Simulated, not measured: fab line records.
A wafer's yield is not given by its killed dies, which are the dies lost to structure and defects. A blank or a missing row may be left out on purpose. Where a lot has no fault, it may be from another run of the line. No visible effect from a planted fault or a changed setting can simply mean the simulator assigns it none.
A struck lot beside a sound one | flow nand-harc | 14 out of 1302 route steps
Sound: these wafers, L589.2, L589.5, L589.6. Struck: wafer L596.1 (left out: L596.2, a lot-mate that was not struck); the cause follows at the end.
Per side, at each step with rows, come the tool, then ch with its chambers, and then its first start. Under that, the readings that differ: sound wafers | struck wafers | difference of the means | sigmas: that difference in standard deviations of wafers without a fault.
alike: readings whose means differ by less than 2 such deviations, and words and numbers that are the same on both sides. not compared: withheld readings, readings that some wafer has no value for, bounds like >300 that may hide the same value, and numbers for which the record gives no deviation and whose values overlap.
Wherever a step has rows on one side only, a row that says differs or no value, or a row with sigmas, the two part there. Numbers that have no deviation but don't overlap get no sigmas and don't part them. A reading missing from all wafers of one side parts the sides only when that side holds two or more wafers.

first, 2 steps without rows for these wafers: NHARC_A_DECK1_JOINT_ANNEAL_28 (time 1800 s); NHARC_A_DECK1_JOINT_ANNEAL_29 (time 1800 s).
NHARC_A_DECK1_JOINT_CMP_02: polishes SiOx.
  sound on cmp-03 ch 0,3, day 17 00:49; struck on cmp-04 ch 2, day 20 03:37
  alike: edge-zone-pressure-frac, motor-current-A
next, for these wafers, 1 step has no rows: NHARC_A_DECK1_JOINT_SRD_15.
NHARC_A_DECK1_JOINT_DEP_16: deposits SiO2, target thk 45 nm.
  sound on pecvd-02 ch 0,1,2, day 17 01:15; struck on pecvd-02 ch 2, day 20 04:11
  alike: heater-power-w, throttle-valve-pct
NHARC_A_DECK1_JOINT_THK_MEAS_17: measures by ellipsometry.
  sound on film-metro-01 at day 17 01:28; struck on film-metro-02 at day 20 04:26
  alike: thk-nm
NHARC_A_DECK1_JOINT_INSPECT_05:
  sound on defect-inspect-02 at day 17 01:31; struck on defect-inspect-01 at day 20 04:28
  alike: raw-defect-count
then, 1 step without rows for these wafers: NHARC_A_ONON_D2_DEP_00 (target thk 1000 nm).
NHARC_A_ONON_D2_THK_MEAS_02: measures by ellipsometry.
  sound on film-metro-01 at day 17 02:05; struck on film-metro-02 at day 20 05:03
  alike: thk-nm
then, 1 step without rows for these wafers: NHARC_A_ONON_D2_DEP_03 (target thk 1000 nm).
NHARC_A_ONON_D2_THK_MEAS_05: measures by ellipsometry.
  sound on film-metro-01 at day 17 02:40; struck on film-metro-01 at day 20 05:37
  reading     | sound       | struck | difference | sigmas
  thk-nm (nm) | 972 971 972 | 994    | +22        | +2
NHARC_A_ONON_D2_DEP_06: target thk 1000 nm.
  sound on pecvd-onon-04 ch 0, day 17 02:46; struck on pecvd-onon-03 ch 0, day 20 05:40
  reading              | sound             | struck | difference | sigmas
  nh3-flow-sccm (sccm) | 498.7 498.8 498.4 | 502.0  | +3.4       | +2
  alike: n2-flow-sccm, n2o-flow-sccm
NHARC_A_ONON_D2_THK_MEAS_08: measures by ellipsometry.
  sound on film-metro-01 at day 17 03:14; struck on film-metro-01 at day 20 06:11
  reading     | sound       | struck | difference | sigmas
  thk-nm (nm) | 999 999 998 | 1550   | +551       | +59
then, 1 step without rows for these wafers: NHARC_A_ONON_D2_DEP_09 (target thk 1000 nm).

WHERE THEY PART
Last at NHARC_A_ONON_D2_THK_MEAS_08 as far as this record goes, first at NHARC_A_ONON_D2_THK_MEAS_05.

WHY: what the simulator had put in
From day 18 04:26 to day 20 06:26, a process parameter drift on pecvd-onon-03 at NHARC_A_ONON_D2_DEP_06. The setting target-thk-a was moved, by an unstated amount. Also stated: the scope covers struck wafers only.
